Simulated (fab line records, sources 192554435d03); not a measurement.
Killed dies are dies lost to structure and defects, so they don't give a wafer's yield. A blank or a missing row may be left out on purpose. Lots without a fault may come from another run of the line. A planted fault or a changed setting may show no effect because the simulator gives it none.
Chamber matching | flow n5_finfet | N5_BEOL_M3_PRE_CLEAN_60 on cvd_co-01: 3 sister chambers
The step time 15 s. 3 wafers are shown with their chamber, then 9 later ones without.

WAFERS WITH THEIR CHAMBER
wafer  | chamber | heater_power_w (W)
L086.2 | 0       | 92
L087.5 | 1       | 77
L087.6 | 2       | 69

WAFERS WITHOUT THEIR CHAMBER
wafer  | heater_power_w (W)
L089.2 | 76
L089.5 | 71
L089.6 | 76
L092.1 | 92
L092.2 | 78
L092.4 | 78
L094.3 | 76
L094.4 | 95
L094.5 | 70

WHICH CHAMBER EACH WENT THROUGH
wafer  | from the rows above | in truth
L089.2 | 1                   | 1
L089.5 | 2                   | 2
L089.6 | 1                   | 1
L092.1 | 0                   | 0
L092.2 | 1                   | 1
L092.4 | 1                   | 1
L094.3 | 1                   | 1
L094.4 | 0                   | 0
L094.5 | 2                   | 2
Placed correctly: 9 of 9. Can't be placed from these rows: 0. Placed wrongly: 0.
How it was worked out, from the rows above alone: a wafer's distance from a chamber is the root of the sum, over the readings, of the square of ((its reading less the chamber's mean) divided by the reading's scatter). The wafer belongs to the nearest chamber; if the next one is less than 2 further off, it can't be placed. A chamber's mean is the mean of its shown wafers. The scatter: with one shown wafer a chamber, the root of the mean of the squares of how far each hidden wafer lies from its nearest shown one.
